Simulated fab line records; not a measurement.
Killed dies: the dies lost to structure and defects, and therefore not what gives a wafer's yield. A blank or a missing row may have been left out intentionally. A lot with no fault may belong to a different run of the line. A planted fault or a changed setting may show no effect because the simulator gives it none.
A lot that was struck, set against a sound lot | flow n5 finfet | 39 out of 1938 route steps
Sound: wafers L446.1, L446.3, L446.4. The struck wafers were L461.2, L461.5, L461.6. The cause is given at the end.
Per side, at each step with rows, come the tool, then ch with its chambers, and then its first start. Under that, the readings that differ: sound wafers | struck wafers | difference of the means | sigmas: that difference in standard deviations of wafers without a fault.
alike: same words and numbers on both sides, and readings whose means sit less than 2 such deviations apart. not compared: any withheld reading, any reading some wafer has no value for, any bound like >300 that may hide the same value, and any number with overlapping values for which the record gives no deviation.
Wherever a step has rows on one side only, a row that says differs or no value, or a row with sigmas, the two part there. When numbers do not overlap yet have no deviation, they are printed without sigmas and do not part them. A reading that every wafer of one side lacks parts them only if that side has two wafers or more.

first, 10 steps without rows for these wafers: N5_HKMG_FIN_CMP_23 (polishes, stops on SiNx, t overpolish 10 s, target thk 46.326 nm); N5_HKMG_FIN_CMP_94 (polishes, stops on SiNx, t overpolish 4.7 s, target thk 43.299 nm); N5_GATE_CUT_ETCHBACK_00 (etches W in SF6/Cl2); N5_GATE_CUT_ETCH_56 (etches TiN in Cl2/Ar, target depth 21.6 nm); N5_GATE_CUT_ETCHBACK_30 (etches TiN in Cl2/Ar, target depth 3 nm); N5_GATE_CUT_VAPOR_ETCH_60 (etches HfO2 in BCl3/Cl2); N5_GATE_CUT_ETCH_58 (etches SiNx in CH3F/O2, target depth 17 nm, time 128.6 s); N5_GATE_CUT_STRIP_59 (strips in N2/H2, time 20 s); N5_GATE_CUT_PRECLEAN_31 (cleans in DIW, time 300 s); N5_GATE_CUT_SRD_32 (time 30 s).
N5_GATE_CUT_SAC_CAP_01: material SiNx, target thk 24 nm, pulse time 1 s, ald cycles 480.
  sound on ald sin-04 ch 0,1,3, day 4 11:37; struck on ald sin-04 ch 0,3, day 8 04:56
  alike: heater power w, precursor pulse height rel
then, 25 steps without rows for these wafers: N5_GATE_CUT_PECVD_57 (deposits SiNx from SiH4/NH3/N2, target thk 21 nm); N5_GATE_CUT_CMP_02 (polishes, stops on SiO2, t overpolish 12.7 s, target thk 0 nm); N5_GATE_CUT_HM_DEP_46 (deposits SiO2 from TEOS/O2, target thk 130 nm, time 26.6 s); N5_GATE_CUT_COAT_34 (time 60 s, resist thk 60 nm); N5_GATE_CUT_COAT_35 (time 60 s, resist thk 10 nm); N5_GATE_CUT_COAT_27 (time 60 s, resist thk 10 nm); N5_GATE_CUT_COAT_07 (resist thk 30 nm); N5_GATE_CUT_EBR_09; N5_GATE_CUT_SOFTBAKE_08 (time 60 s); N5_GATE_CUT_EXPOSE_10 (exposes mask GATE CUT, target cd 20 nm); N5_GATE_CUT_PEB_11 (peb time 60 s); N5_GATE_CUT_DEVELOP_12 (develop time 30 s); N5_GATE_CUT_DESCUM_18 (chemistry O2, time 7 s); N5_GATE_CUT_ETCH_28 (etches underlayer in N2/H2, target depth 13 nm, time 10.4 s); N5_GATE_CUT_ETCH_36 (etches SiARC in CF4, target depth 13 nm, time 21.7 s); N5_GATE_CUT_ETCH_37 (etches SOC in N2/H2, target depth 60 nm, overetch 12 nm, time 90 s); N5_GATE_CUT_STRIP_38 (strips in N2/H2); N5_GATE_CUT_STRIP_39 (strips in N2/H2); N5_GATE_CUT_HM_OPEN_40 (chemistry C4F6/O2, target SiO2, target depth 139 nm, time 85.1 s); N5_GATE_CUT_STRIP_41 (strips in CF4); N5_GATE_CUT_STRIP_42 (strips in O2); N5_GATE_CUT_ETCH_19 (etches SiNx in CH3F/O2, target depth 53.7 nm, time 76.7 s); N5_GATE_CUT_CUT_ETCH_53 (etches W in SF6/Cl2, target depth 79.2 nm); N5_GATE_CUT_CUT_ETCH_54 (etches TiN in Cl2/BCl3, target depth 96.7 nm); N5_GATE_CUT_CUT_ETCH_55 (etches HfO2 in BCl3, target depth 3.2 nm).
N5_MOL_CONTACT_COAG_THK_MEAS_29:
  sound on film metro-02 at day 5 03:10; struck on film metro-02 at day 9 01:23
  reading         | sound             | struck            | difference | sigmas
  MD_CAP_THK (nm) | 17.95 17.93 18.09 | 15.36 15.32 15.32 | -2.66      | -29
-- the record jumps here: 3 days lie between the struck wafers' starts before and after (it left off in module MOL_CONTACT_COAG and takes up again in module BEOL_M4, whose first step shown is number 1111 of the route) --
N5_BEOL_M4_RC_MEAS_101:
  sound on prober-02 ch 0, day 8 14:50; struck on prober-01 ch 0, day 11 23:26
  alike: DIBL_N, DIBL_P, IOFF_N, IOFF_P, ION_N, ION_P, SS_N, SS_P, VT_N, VT_P
-- here the record skips 5 days between the struck wafers' starts before and after, leaving off in module BEOL_M4 and picking up in module PASSIVATION (first step shown: number 1936 of the route) --
N5_PASSIVATION_PROBE_49:
  rows exist in the record for the struck wafers here (prober-02, day 17 07:52), but not for the sound ones

== WHERE THEY PART ==
Last at N5_PASSIVATION_PROBE_49 as far as this record goes, first at N5_MOL_CONTACT_COAG_THK_MEAS_29.

WHY: what the simulator had put in
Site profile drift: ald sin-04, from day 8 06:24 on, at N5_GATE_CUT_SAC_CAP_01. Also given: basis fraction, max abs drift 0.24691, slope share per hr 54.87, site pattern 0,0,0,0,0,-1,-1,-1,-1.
